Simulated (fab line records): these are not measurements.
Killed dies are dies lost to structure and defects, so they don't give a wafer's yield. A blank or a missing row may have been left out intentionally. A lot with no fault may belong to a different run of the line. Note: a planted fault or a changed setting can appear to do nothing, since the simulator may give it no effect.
Chamber matching + flow nand harc + NHARC_A_WL_FILL_ETCHBACK_26 on rie si-05 has 4 sister chambers
The step etches the open film in HBr, target depth 52 nm, time 13.3 s. 4 wafers are shown with their chamber, then 8 later ones without.

WAFERS PAIRED WITH THEIR CHAMBERS
| wafer  | chamber | throttle valve pct (%) |
|--------|---------|------------------------|
| L079.2 | 0       | 23.273                 |
| L086.4 | 2       | 23.267                 |
| L086.6 | 3       | 23.252                 |
| L088.1 | 1       | 23.280                 |

WAFERS WITH NO CHAMBER GIVEN
| wafer  | throttle valve pct (%) |
|--------|------------------------|
| L088.4 | 23.267                 |
| L088.6 | 23.263                 |
| L094.2 | 23.267                 |
| L094.3 | 23.264                 |
| L094.5 | 23.268                 |
| L096.2 | 23.267                 |
| L096.5 | 23.254                 |
| L096.6 | 23.275                 |

WHICH CHAMBER EACH WENT THROUGH
| wafer  | from the rows above     | in truth                   |
|--------|-------------------------|----------------------------|
| L088.4 | 2                       | 2                          |
| L088.6 | 2                       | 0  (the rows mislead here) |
| L094.2 | 2                       | 2                          |
| L094.3 | 2                       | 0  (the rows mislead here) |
| L094.5 | can't be placed: 2 or 0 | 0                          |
| L096.2 | 2                       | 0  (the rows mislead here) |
| L096.5 | 3                       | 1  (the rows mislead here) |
| L096.6 | can't be placed: 0 or 1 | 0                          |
Placed correctly: 2 of 8. From these rows, 2 cannot be placed; in 2 the true chamber is one of the candidates. Number placed wrongly: 4.
How it was worked out, from the rows above alone: a wafer's distance from a chamber is the root of the sum, over the readings, of the square of ((its reading less the chamber's mean) divided by the reading's scatter). The wafer belongs to the nearest chamber; if the next one is less than 2 further off, it can't be placed. For every chamber, the mean is computed from those of its wafers that are shown. The scatter: with one shown wafer a chamber, the root of the mean of the squares of how far each hidden wafer lies from its nearest shown one.
